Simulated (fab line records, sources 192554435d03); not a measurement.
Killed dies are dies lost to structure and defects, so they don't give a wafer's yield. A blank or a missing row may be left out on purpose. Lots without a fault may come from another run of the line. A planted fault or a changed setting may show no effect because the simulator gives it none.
Split-lot experiment | flow n5_finfet | 7 lots, 21 wafers read, on a route of 1938 steps

THE SPLIT
At N5_BEOL_M0_SAQP_COAT_08 (resist thk 90 nm), the setting spin_rpm was moved away from the recipe's 1500 rpm on 4 of the 21 wafers read, by -3.9% to +11.1%. The other wafers ran this setting at the recipe's value.

FROM THE SPLIT TO THE READING: what the file shows between them, 4 steps
- N5_BEOL_M0_SAQP_EBR_10
- N5_BEOL_M0_SAQP_SOFTBAKE_09: time 60 s
- N5_BEOL_M0_SAQP_EXPOSE_11: exposes mask M0 CORE, target cd 42 nm
- N5_BEOL_M0_SAQP_PEB_12: peb time 60 s

THE READING
CAR-ArF_of_BEOL_M0_SAQP_COAT_08.thk_nm (the simulator's own value, which no gauge read), in nm, at N5_BEOL_M0_SAQP_DEVELOP_13 (develop time 30 s). The file gives no usual value for it. The 17 wafers here that ran the recipe average 88.2 nm, standard deviation 0.27 nm.

wafer  | tool, chamber at the split | spin_rpm as run, rpm | against the recipe | CAR-ArF_of_BEOL_M0_SAQP_COAT_08.thk_nm, nm | against lot-mates on the recipe
L074.1 | litho_track-03, 0          | 1500                 | recipe             | 88.4                                       | -
L074.3 | litho_track-03, 0          | 1442                 | -3.9%              | 90.4                                       | +2.0
L074.5 | litho_track-03, 0          | 1442                 | -3.9%              | 90                                         | +1.6
L083.2 | litho_track-01, 0          | 1500                 | recipe             | 88.2                                       | -
L083.4 | litho_track-01, 0          | 1500                 | recipe             | 88                                         | -
L083.5 | litho_track-01, 0          | 1500                 | recipe             | 87.8                                       | -
L086.4 | litho_track-01, 0          | 1500                 | recipe             | 88                                         | -
L086.5 | litho_track-01, 0          | 1500                 | recipe             | 88                                         | -
L086.6 | litho_track-01, 0          | 1500                 | recipe             | 87.8                                       | -
L087.2 | litho_track-05, 0          | 1500                 | recipe             | 88.2                                       | -
L087.3 | litho_track-05, 0          | 1500                 | recipe             | 88.6                                       | -
L087.5 | litho_track-05, 0          | 1500                 | recipe             | 88.6                                       | -
L091.1 | litho_track-01, 0          | 1667                 | +11.1%             | 83.4                                       | -4.6
L091.3 | litho_track-01, 0          | 1500                 | recipe             | 88                                         | -
L091.4 | litho_track-01, 0          | 1667                 | +11.1%             | 83.2                                       | -4.8
L093.2 | litho_track-05, 0          | 1500                 | recipe             | 88                                         | -
L093.5 | litho_track-05, 0          | 1500                 | recipe             | 88                                         | -
L093.6 | litho_track-05, 0          | 1500                 | recipe             | 88.4                                       | -
L097.1 | litho_track-03, 0          | 1500                 | recipe             | 88.4                                       | -
L097.2 | litho_track-03, 0          | 1500                 | recipe             | 88.4                                       | -
L097.6 | litho_track-03, 0          | 1500                 | recipe             | 88.6                                       | -

THE FIT
A straight line over all 21 wafers: CAR-ArF_of_BEOL_M0_SAQP_COAT_08.thk_nm changes by -0.45 nm for each +1% of spin_rpm; r = -0.99; the points scatter about the line by 0.27 nm.
The same after taking each lot's own level away (the mean of its wafers on the recipe; 21 wafers): -0.428 nm for each +1%; r = -1.00; scatter 0.16 nm.
On that fit, the largest move of spin_rpm shifts the reading by 4.8 nm.
The lots' own levels span 87.93 to 88.47 nm, that is 2.0 times the standard deviation above.
So the lot-to-lot level changes the slope little: the two slopes agree.
Check: with one of the wafers moved furthest among these (+11.1%) left out of the fit, the line predicts -4.86 nm for it against its lot-mates. It came out at -4.6 nm against them.

OTHER SPLITS ON THESE WAFERS
These wafers also went through other splits before the reading. Each is held against what the fit with the lots' levels taken away leaves over:
other split on the same wafers        | wafers away from the commonest value | r with CAR-ArF_of_BEOL_M0_SAQP_COAT_08.thk_nm (lot level and that fit taken away)
N5_SD_ACTIVATION_LSA_01 temp_c        | 6                                    | -0.07
N5_HKMG_FIN_COAT_41 spin_rpm          | 4                                    | +0.13
N5_HKMG_FIN_ETCH_54 cf4_flow_sccm     | 3                                    | -0.25
N5_GATE_CUT_ALD_22 ald_cycles         | 10                                   | -0.22
N5_MOL_CONTACT_COAG_ALD_27 ald_cycles | 9                                    | +0.06
N5_MOL_CONTACT_COAG_COAT_75 spin_rpm  | 8                                    | -0.13
N5_BEOL_M0_SAQP_PECVD_03 time_s       | 7                                    | -0.25

THE WHOLE CHAIN: every reading that the file lists as answering this split, in the file's order
step                       | what it does      | reading                                                                                 | change (the file's fit)               | r (the file's)
N5_BEOL_M0_SAQP_COAT_08    | resist thk 90 nm  | CAR-ArF_of_BEOL_M0_SAQP_COAT_08.thk_nm (the simulator's own value, which no gauge read) | -0.411 nm for each +1% of the setting | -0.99
N5_BEOL_M0_SAQP_DEVELOP_13 | develop time 30 s | CAR-ArF_of_BEOL_M0_SAQP_COAT_08.thk_nm (the simulator's own value, which no gauge read) | -0.427 nm for each +1% of the setting | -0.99

THE FILE'S OWN FIT
CAR-ArF_of_BEOL_M0_SAQP_COAT_08.thk_nm changes by -0.427 nm for each +1% of spin_rpm, r = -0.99.
